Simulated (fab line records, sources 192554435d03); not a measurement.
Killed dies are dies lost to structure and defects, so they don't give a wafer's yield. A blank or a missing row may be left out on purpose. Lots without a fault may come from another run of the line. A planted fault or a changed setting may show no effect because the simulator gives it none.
One fault seen from 2 desks | flow n5_finfet | each desk has only its own numbers; what lay behind them comes last

THE METROLOGY DESK
What the gauges read, lot by lot, whatever tool the lot ran on: means of the sampled wafers that have a number. A lot is out of limits, marked OUT, if its mean lies more than 4 standard deviations from the usual mean; the brackets give that distance. Of its 14 readings 7 are shown: the one that was out of limits first, and those that lie furthest out on some lot.
Columns: A = FIN_CUT_OVL at N5_FIN_CUT_OVL_MEAS_09, usual -0.3 nm; B = DIBL_N at N5_BEOL_M4_RC_MEAS_101, usual 36.3 mV/V; C = IOFF_N at N5_BEOL_M4_RC_MEAS_101, usual 0.16 nA/um; D = IOFF_P at N5_BEOL_M4_RC_MEAS_101, usual 0.21 nA/um; E = ION_P at N5_BEOL_M4_RC_MEAS_101, usual 461 uA/um; F = VT_N at N5_BEOL_M4_RC_MEAS_101, usual 251 mV; G = VT_P at N5_BEOL_M4_RC_MEAS_101, usual -251 mV
lot  | first seen here | A              | B    | C    | D    | E   | F   | G
L339 | day 3 08:16     | -0.2           | 35.0 | 0.14 | 0.21 | 466 | 252 | -248
L340 | day 3 14:01     | 0.0            | 37.0 | 0.18 | 0.24 | 468 | 247 | -247
L345 | day 5 00:12     | 4.5 (+7.7) OUT | 37.1 | 0.16 | 0.19 | 457 | 250 | -251
L347 | day 5 09:13     | 4.2 (+7.3) OUT | 36.0 | 0.14 | 0.18 | 461 | 251 | -254
L353 | day 6 20:34     | -0.3           | 36.9 | 0.16 | 0.21 | 460 | 250 | -251
L354 | day 7 02:18     | -0.4           | 34.4 | 0.12 | 0.14 | 450 | 255 | -259
This desk's finding: out of limits on L345, L347; first on L345, day 5 00:40 (FIN_CUT_OVL at N5_FIN_CUT_OVL_MEAS_09). In limits: L339, L340, L353, L354.

THE DEFECT DESK
What the inspections along the route counted, lot by lot: means of the sampled wafers that have a number. A lot is out of limits, marked OUT, if its mean lies more than 4 standard deviations from the usual mean; the brackets give that distance.
Columns: A = raw_defect_count at N5_FIN_SAQP_INSPECT_40, usual 235; B = raw_defect_count at N5_FIN_CUT_INSPECT_10, usual 43
lot  | first seen here | A   | B
L339 | day 3 08:24     | 224 | 36
L340 | day 3 14:08     | 198 | 33
L345 | day 5 00:20     | 290 | 50
L347 | day 5 09:21     | 295 | 53
L353 | day 6 20:41     | 209 | 49
L354 | day 7 02:26     | 226 | 34
This desk's finding: nothing out of limits on any of the 6 lots.

PUT TOGETHER
The metrology desk could have raised an alarm at day 5 00:40, on L345, L347.
The defect desk saw nothing out of limits.
The defect desk has L345, L347 on record, within its limits.
Of the lots named, all ran N5_FIN_CUT_EXPOSE_05 on euv_scanner-01.

WHAT THE SIMULATOR HAD PUT IN
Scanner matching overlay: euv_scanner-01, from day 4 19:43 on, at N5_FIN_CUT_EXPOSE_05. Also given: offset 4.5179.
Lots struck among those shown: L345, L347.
Hours from the fault's start to each desk's first reading out of limits: the metrology desk, 5.
